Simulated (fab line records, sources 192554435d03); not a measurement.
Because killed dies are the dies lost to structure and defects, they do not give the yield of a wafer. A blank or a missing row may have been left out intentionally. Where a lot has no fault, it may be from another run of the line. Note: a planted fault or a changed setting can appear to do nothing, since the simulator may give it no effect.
Which tool was responsible? -- flow n5 finfet -- 12 lots, 36 wafers sampled, at 4 steps of a route of 1938

WHAT EACH GAUGE READ, for each wafer
N5_BEOL_M0_SAQP_THK_MEAS_05.
lot,measured,on,thk nm (nm)
L075,day 5 18:05,film metro-02,59.5 60.2 60.3
L077,day 6 08:14,film metro-01,60.7 60.8 60.7
L079,day 6 18:48,film metro-01,58.4 60.0 60.0
L081,day 7 10:50,film metro-02,59.1 60.2 60.4
L083,day 7 20:17,film metro-01,59.6 59.2 60.6
L085,day 8 08:26,film metro-02,59.2 59.1 59.6
L087,day 8 21:43,film metro-01,59.6 59.6 60.3
L089,day 9 19:10,film metro-01,58.9 59.3 60.1
L091,day 9 18:48,film metro-02,59.8 60.8 60.6
L093,day 10 05:16,film metro-01,59.2 59.3 60.0
L095,day 10 17:26,film metro-01,58.3 60.9 60.0
L097,day 11 07:54,film metro-02,59.4 58.8 59.7

TOOL THAT RAN EACH LOT (tool first, then ch and the chambers of the sampled wafers, then the start)
lot,N5_MOL_CONTACT_COAG_TI_SIL_19,N5_MOL_CONTACT_COAG_PRE_CLEAN_141,N5_MOL_CONTACT_COAG_STRIP_96
L075,"pvd sputter-02, day 5 00:30","pvd sputter-02, day 5 01:18","rie diel-02 ch 0,1,2, day 5 09:39"
L077,"pvd sputter-02, day 5 14:44","pvd sputter-01, day 5 16:53","rie diel-01 ch 0,2,3, day 6 01:18"
L079,"pvd sputter-02, day 6 02:35","pvd sputter-01, day 6 04:04","rie diel-02 ch 2,3, day 6 10:32"
L081,"pvd sputter-02, day 6 14:31","pvd sputter-01, day 6 15:32","rie diel-05 ch 1,2,3, day 7 03:46"
L083,"pvd sputter-03, day 7 04:26","pvd sputter-03, day 7 05:11","rie diel-05 ch 2,3, day 7 13:11"
L085,"pvd sputter-03, day 7 13:22","pvd sputter-03, day 7 16:17","rie diel-02 ch 1,2,3, day 8 01:04"
L087,"pvd sputter-03, day 8 03:01","pvd sputter-01, day 8 07:30","rie diel-05 ch 0,2, day 8 13:54"
L089,"pvd sputter-03, day 8 22:40","pvd sputter-02, day 8 23:52","rie diel-05 ch 0,2,3, day 9 09:18"
L091,"pvd sputter-02, day 9 02:47","pvd sputter-01, day 9 03:53","rie diel-05 ch 0,2,3, day 9 11:02"
L093,"pvd sputter-03, day 9 11:44","pvd sputter-03, day 9 12:39","rie diel-02 ch 0,2,3, day 9 19:56"
L095,"pvd sputter-02, day 9 23:00","pvd sputter-01, day 10 00:14","rie diel-02 ch 0,3, day 10 09:49"
L097,"pvd sputter-03, day 10 12:14","pvd sputter-02, day 10 16:16","rie diel-01 ch 0,2,3, day 10 23:25"
- N5_MOL_CONTACT_COAG_TI_SIL_19: material Ti, target thk 4.2 nm, time 15 s.
- N5_MOL_CONTACT_COAG_PRE_CLEAN_141: time 60 s.
- N5_MOL_CONTACT_COAG_STRIP_96: strips in N2/H2.

THE ANSWER, worked out from the rows above alone
Rule: what is usual is taken from the lots themselves. The widest of any qualifying gaps counts: lots, ordered by their means at a reading, are off when they make up no more than a third of the lots, leave a main group of 4 or more, and stand apart from it by 3 or more times the standard deviation of that group's means. Not used: any main group whose means are identical at the precision the tables above print for the reading. Also off: a lot with no number at a reading for which 4 or more lots have one. Any other lot the step has rows for is counted as sound.
No lot is off at any reading shown: from this, nothing can be told.

WHAT THE SIMULATOR HAD INSERTED
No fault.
